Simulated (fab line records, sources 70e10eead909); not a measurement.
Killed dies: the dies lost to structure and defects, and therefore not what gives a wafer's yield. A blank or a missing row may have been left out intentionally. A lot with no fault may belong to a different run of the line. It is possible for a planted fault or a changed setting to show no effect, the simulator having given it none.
fab line records	flow nand_harc
record: lots: 6	wafers: 18	last_day: 30
route steps=1302 shown P_ZERO_WELL@52 END@1302
lots that met no fault: taken from a fault-free run of the same line
start_h: hours from the record's opening day to when the first of the lot's shown wafers began	wait_h: hours since the lot's step before	" identical to the entry in the row above	L1.1+2: one row covering several wafers at once	- no value, or no start was given	* or withheld: withheld	< > ~ a bound
route shown NAME@n: NAME is a module with steps in the file, n the number in the route of the first one	usual: mean/standard deviation of fault-free wafers	same: alike in all rows	chamber/n: place in a boat	sites: each site's reading	_std_site: the values' standard deviation	_edge_site: outer sites' mean less inner sites'	radius_mm: for every site, how far away it sits from the centre of the wafer	mask NAME#n: copy n	behind: the last tool/chamber to shape the wafer	hold: reason for holding the lot/hours on hold/outcome of the hold	device: the transistor (n, p or np) that didn't switch	end of line: the same wafers' tests at the end of the route	where a step has no rows: the recipe by itself	killed: dies lost to structure and defects at the first sort, not the wafer's yield	map: per-die view of a wafer (x killed, . not killed, _ where there is no die)
set.NAME: the setting as run; set.NAME@STEP: as run at that earlier step	model.NAME: the simulator's own value behind a step, which no gauge read
lots at selected steps of the route; one table per step, one row per wafer
services: the hour from which a tool's chamber was out of use, counted from the record's first day as start_h (under 0 if before that day), plus the number of hours and why
== steps ==
step: NHARC_P_ZERO_WELL_HMDS_45
recipe: time_s: 30
step: NHARC_P_ZERO_WELL_COAT_46
recipe: spin_rpm: withheld
step: NHARC_P_ZERO_WELL_SOFTBAKE_47
recipe: temp_c: 122	time_s: 95
step: NHARC_P_ZERO_WELL_EBR_48
step: NHARC_P_ZERO_WELL_EXPOSE_49
recipe: na: 0.6	target_cd_nm: 2000	dose_mj: 22.64	mask_id: P_HVPW
step: NHARC_P_ZERO_WELL_PEB_50
recipe: peb_temp_c: 118	peb_time_s: 85
step: NHARC_P_ZERO_WELL_DEVELOP_51
recipe: time_s: 70
step: NHARC_P_ZERO_WELL_CD_MEAS_52
recipe: target_cd_nm: 2000	landing_energy_ev: 500
usual: cd_nm: 1999.3/1.6
same: landing_energy_ev: 500
lot.wafer	tool	chamber	start_h	wait_h	cd_nm
L360.2	cd_sem-03	0	45.69	-	1999.7
L360.3	"	0	"	"	2001.2
L360.5	"	0	"	"	2000.1
L361.1	cd_sem-03	0	55.77	-	2000.0
L361.2	"	0	"	"	1997.3
L361.3	"	0	"	"	1998.3
L362.3	cd_sem-02	0	65.86	-	1999.8
L362.4	"	0	"	"	2000.6
L362.6	"	0	"	"	2000.6
L363.1	cd_sem-01	0	75.35	-	2000.2
L363.4	"	0	"	"	2000.1
L363.5	"	0	"	"	1997.7
L365.2	cd_sem-02	0	95.95	-	1997.7
L365.4	"	0	"	"	2001.4
L365.6	"	0	"	"	2000.1
L374.1	cd_sem-01	0	186.19	-	1999.2
L374.2	"	0	"	"	1999.1
L374.6	"	0	"	"	1999.8
step: NHARC_P_ZERO_WELL_HARDBAKE_53
recipe: temp_c: 125	time_s: 80
step: NHARC_P_ZERO_WELL_DESCUM_54
recipe: time_s: 3	o2_flow_sccm: 200	ar_flow_sccm: 0	bias_power_w: 0	chemistry: O2
usual: drypump_motor_current_A: 5.8/0.46	oes_product_au: 1.003/0.011	rf_vpp_V: 57.7/0.85	showerhead_plenum_p_Torr: 1.90/0.083	throttle_valve_pct: 11.312/0.0088
lot.wafer	tool	chamber	start_h	wait_h	drypump_motor_current_A	oes_product_au	rf_hours_counter_h	rf_vpp_V	showerhead_plenum_p_Torr	throttle_valve_pct
L360.3	rie_diel-03	3	45.85	-	5.4	1.004	36	57.0	1.86	11.313
L360.2	"	1	"	"	6.2	1.023	28	57.8	1.80	11.319
L360.5	"	3	"	"	5.4	1.008	-	56.8	1.86	11.318
L361.1	rie_diel-07	2	55.94	-	5.9	1.013	33	57.1	1.84	11.306
L361.2	"	3	"	"	6.3	1.019	32	60.0	2.02	11.315
L361.3	"	0	"	"	5.5	0.991	30	57.8	1.83	11.320
L362.4	rie_diel-03	0	66.04	-	6.3	1.011	41	58.5	1.87	11.310
L362.3	"	1	"	"	6.2	1.029	38	58.2	1.80	11.302
L362.6	"	2	"	"	5.2	1.015	-	58.1	2.03	11.315
L363.1	rie_diel-07	3	75.73	-	6.3	1.019	41	59.1	2.02	11.298
L363.4	"	0	"	"	5.6	1.000	38	57.3	1.83	11.312
L363.5	"	1	"	"	6.1	1.019	-	58.0	1.99	11.310
L365.4	rie_diel-07	2	96.12	-	5.9	1.012	43	56.7	1.83	11.313
L365.2	"	0	"	"	5.6	0.994	45	58.1	1.83	11.315
L365.6	"	1	"	"	6.1	1.007	-	57.4	1.99	11.315
L374.1	rie_diel-03	2	186.36	-	5.2	1.004	22	58.4	2.02	11.326
L374.2	"	0	"	"	6.3	0.985	18	57.6	1.86	11.300
L374.6	"	2	"	"	5.2	1.004	-	57.0	2.02	11.320
step: NHARC_P_ZERO_WELL_IMPLANT_55
recipe: energy_kev: 180	dose_cm2: 8e+11	tilt_deg: 7
step: NHARC_P_ZERO_WELL_IMPLANT_61
recipe: energy_kev: 30	dose_cm2: 5e+11	tilt_deg: 7
step: NHARC_P_ZERO_WELL_STRIP_56
recipe: time_s: 840	temp_c: 130	chemistry: SPM
usual: run_length_s: 843.3/0.94
lot.wafer	tool	chamber	start_h	wait_h	run_length_s
L360.3	wet_bench-07	7	46.44	0.1	843.9
L360.5	"	0	"	"	842.8
L360.2	"	1	"	"	843.3
L361.1	wet_bench-07	1	56.47	0.2	842.7
L361.3	"	4	"	"	842.6
L361.2	"	5	"	"	844.8
L362.4	wet_bench-03	5	66.55	0.1	842.3
L362.3	"	6	"	"	843.9
L362.6	"	7	"	"	844.2
L363.4	wet_bench-07	2	76.24	0.1	174.6
L363.5	"	6	"	"	176.9
L363.1	"	7	"	"	177.1
L365.4	wet_bench-07	1	96.64	0.1	174.9
L365.2	"	3	"	"	176.4
L365.6	"	5	"	"	177.5
L374.2	wet_bench-07	4	186.89	0.2	842.6
L374.1	"	6	"	"	842.6
L374.6	"	0	"	"	843.5
step: NHARC_P_ZERO_WELL_PRECLEAN_68
recipe: time_s: 60	temp_c: 50	bath_age_min: 0	chemistry: SC1
step: NHARC_END_SORT_01
recipe: temp_c: 25
usual: killed_at_array: 59/20	killed_at_other: 0.8/1	killed_at_periphery: 3.2/2.1	killed_dies: 63/21	killed_open: 3.0/1.9	killed_short: 2.3/1.5
same: gross_dies: 677
lot.wafer	tool	chamber	start_h	wait_h	killed_at_array	killed_at_other	killed_at_periphery	killed_dies	killed_open	killed_short
L363.1	prober-02	0	615.21	2.5	89	0	4	93	2	1
L363.4	prober-02	0	617.64	3.4	85	0	6	91	4	4
L363.5	prober-02	0	618.45	3.7	81	1	3	85	1	2
L374.1	prober-01	0	717.03	2.5	92	0	5	97	4	6
L374.2	prober-01	0	717.83	2.8	83	0	10	93	2	5
L374.6	prober-01	0	721.02	4.0	81	0	4	85	1	3
killed by level:class
L363.1 A_SLIT:chamber_film_flake=33 A_CHANNEL_HOLE_D1:chamber_film_flake=27 A_CHANNEL_HOLE_D2:chamber_film_flake=15 A_CONTACT:chamber_film_flake=5 A_STAIRCASE:chamber_film_flake=4 P_STI:chamber_film_flake=3 A_WL_FILL:chamber_film_flake=2 A_DECK1_JOINT:geometric_particle:open=1
L363.4 A_CHANNEL_HOLE_D1:chamber_film_flake=32 A_SLIT:chamber_film_flake=26 A_CHANNEL_HOLE_D2:chamber_film_flake=11 A_STAIRCASE:chamber_film_flake=5 A_CHANNEL_FILL_D1:geometric_particle:short=3 P_ZERO_WELL:chamber_film_flake=3 A_WL_FILL:chamber_film_flake=2 P_M0:geometric_particle:open=1
L363.5 A_CHANNEL_HOLE_D1:chamber_film_flake=30 A_SLIT:chamber_film_flake=29 A_CHANNEL_HOLE_D2:chamber_film_flake=11 A_STAIRCASE:chamber_film_flake=3 P_ZERO_WELL:chamber_film_flake=2 A_CONTACT:chamber_film_flake=2 A_SOURCE_PLATE:geometric_particle:short=1 A_CHANNEL_FILL_D1:geometric_particle:open=1
L374.1 A_SLIT:chamber_film_flake=34 A_CHANNEL_HOLE_D1:chamber_film_flake=25 A_CHANNEL_HOLE_D2:chamber_film_flake=19 A_CHANNEL_FILL_D1:chamber_film_flake=4 P_STI:chamber_film_flake=2 P_GATE:geometric_particle:open=1 P_M0:geometric_particle:short=1 A_ONON_D1:geometric_particle:short=1
L374.2 A_SLIT:chamber_film_flake=32 A_CHANNEL_HOLE_D1:chamber_film_flake=20 A_CHANNEL_HOLE_D2:chamber_film_flake=20 A_WL_FILL:geometric_particle:short=4 P_CONTACT:chamber_film_flake=4 P_GATE:chamber_film_flake=3 A_CONTACT:chamber_film_flake=3 P_STI:chamber_film_flake=2
L374.6 A_SLIT:chamber_film_flake=30 A_CHANNEL_HOLE_D1:chamber_film_flake=26 A_CHANNEL_HOLE_D2:chamber_film_flake=16 A_CHANNEL_FILL_D2:geometric_particle:short=2 P_CONTACT:chamber_film_flake=2 A_DECK1_JOINT:chamber_film_flake=2 A_CONTACT:chamber_film_flake=2 P_CONTACT:geometric_particle:open=1
== services ==
tool	chamber	start_h	hours	kind
rie_diel-07	-	23.61	0.5	repair
wet_bench-03	-	34.40	8.0	pm
rie_diel-03	2	42.36	9.5	repair
rie_diel-07	2	62.27	5.1	repair
rie_diel-03	2	89.74	2.0	repair
rie_diel-03	1	100.46	4.5	repair
rie_diel-03	-	107.60	9.0	pm
rie_diel-07	0	117.13	9.4	repair
rie_diel-07	-	117.60	9.0	pm
wet_bench-03	-	123.96	3.7	repair
rie_diel-07	0	149.12	37.4	repair
wet_bench-07	-	160.05	8.0	pm
wet_bench-07	0	168.05	-	consumable_replace:bath
wet_bench-07	0	168.05	-	consumable_replace:filter
wet_bench-07	1	168.05	-	consumable_replace:bath
wet_bench-07	1	168.05	-	consumable_replace:filter
wet_bench-07	2	168.05	-	consumable_replace:bath
wet_bench-07	2	168.05	-	consumable_replace:filter
wet_bench-07	3	168.05	-	consumable_replace:bath
wet_bench-07	3	168.05	-	consumable_replace:filter
wet_bench-07	4	168.05	-	consumable_replace:bath
wet_bench-07	4	168.05	-	consumable_replace:filter
wet_bench-07	5	168.05	-	consumable_replace:bath
rie_diel-03	1	173.72	6.8	repair
== key ==
first_sign: step: NHARC_P_ZERO_WELL_STRIP_56	reading: run_length_s	direction: down	sigmas: 99+	usual: *	struck: *
effect none on later readings
met_at NHARC_P_ZERO_WELL_STRIP_56
struck_wafers L363.1,L363.4,L363.5,L365.2,L365.4,L365.6
tester_left_out L363,L365
onset_between 56.47 76.24
fault: kind: process_parameter_drift	tool: wet_bench-07	chamber: -	onset_h: 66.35	steps: NHARC_P_ZERO_WELL_STRIP_56	channel: time_s	offset: *	shape: step	end_h: 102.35	acts_in: *	stated: *
tester_left_out: of these lots the tester's yield and bins aren't shown, on N5 and GAA mostly nor the transistor test; their killed dies are dies lost to structure and defects alone, not to doping, threshold or leakage, so they don't give the yield
